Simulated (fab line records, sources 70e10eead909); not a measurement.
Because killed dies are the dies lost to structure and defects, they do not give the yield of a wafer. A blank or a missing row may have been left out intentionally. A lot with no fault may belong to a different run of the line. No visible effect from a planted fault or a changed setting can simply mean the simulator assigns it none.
Which tool is to blame? -- flow nand-harc -- 12 lots with 36 wafers sampled at 2 steps, on a route of 1159 steps

WHAT THE GAUGES SHOWED, per wafer
NHARC_P_M1_INSPECT_11.
lot,measured,on,raw-defect-count
L075,day 6 15:58,defect-inspect-01,3 8 4
L077,day 6 18:04,defect-inspect-01,2 5 1
L078,day 7 09:36,defect-inspect-01,5 4 4
L081,day 7 16:55,defect-inspect-02,4 3 2
L082,day 8 05:59,defect-inspect-01,3 5 6
L084,day 8 17:17,defect-inspect-02,2 3 3
L088,day 9 06:14,defect-inspect-02,1 4 4
L089,day 9 22:28,defect-inspect-02,10 5 3
L092,day 10 08:14,defect-inspect-01,5 3 4
L093,day 10 12:48,defect-inspect-02,3 2 2
L095,day 11 05:20,defect-inspect-02,3 3 4
L096,day 11 11:20,defect-inspect-01,1 1 2

WHICH TOOL RAN EACH LOT (tool, then ch and the chambers of the sampled wafers, then the start)
lot,NHARC_P_M0_DESCUM_14
L075,"rie-diel-10 ch 1,2, day 6 11:38"
L077,"rie-diel-03 ch 1,2,3, day 6 14:01"
L078,"rie-diel-10 ch 0,2, day 7 05:14"
L081,"rie-diel-10 ch 2,3, day 7 12:46"
L082,"rie-diel-10 ch 0,1,2, day 8 01:48"
L084,"rie-diel-03 ch 1,3, day 8 13:16"
L088,"rie-diel-05 ch 0,1,3, day 9 02:15"
L089,"rie-diel-10 ch 0,1,3, day 9 18:27"
L092,"rie-diel-10 ch 0,3, day 10 03:53"
L093,"rie-diel-10 ch 1,2, day 10 08:46"
L095,"rie-diel-03 ch 1,3, day 11 01:26"
L096,"rie-diel-03 ch 0,1,3, day 11 07:27"
- NHARC_P_M0_DESCUM_14: chemistry O2, time 3 s.

THE ANSWER, worked out from the rows above alone
Rule: the lots themselves supply what counts as usual. Put in order of their means at a reading, lots are off if they are a third of the lots or fewer, leave a main group of 4 or more, and stand apart from it by a gap of 3 or more times the standard deviation of the main group's means; of several such gaps the widest counts. A main group whose means are all the same, to the digits that the tables above print for the reading, isn't used. A lot without any number at a reading at which 4 lots or more have one is off too. All remaining lots with rows at the step are treated as sound.
No lot is off at any reading shown: from this, nothing can be told.

WHAT THE SIMULATOR HAD PUT IN
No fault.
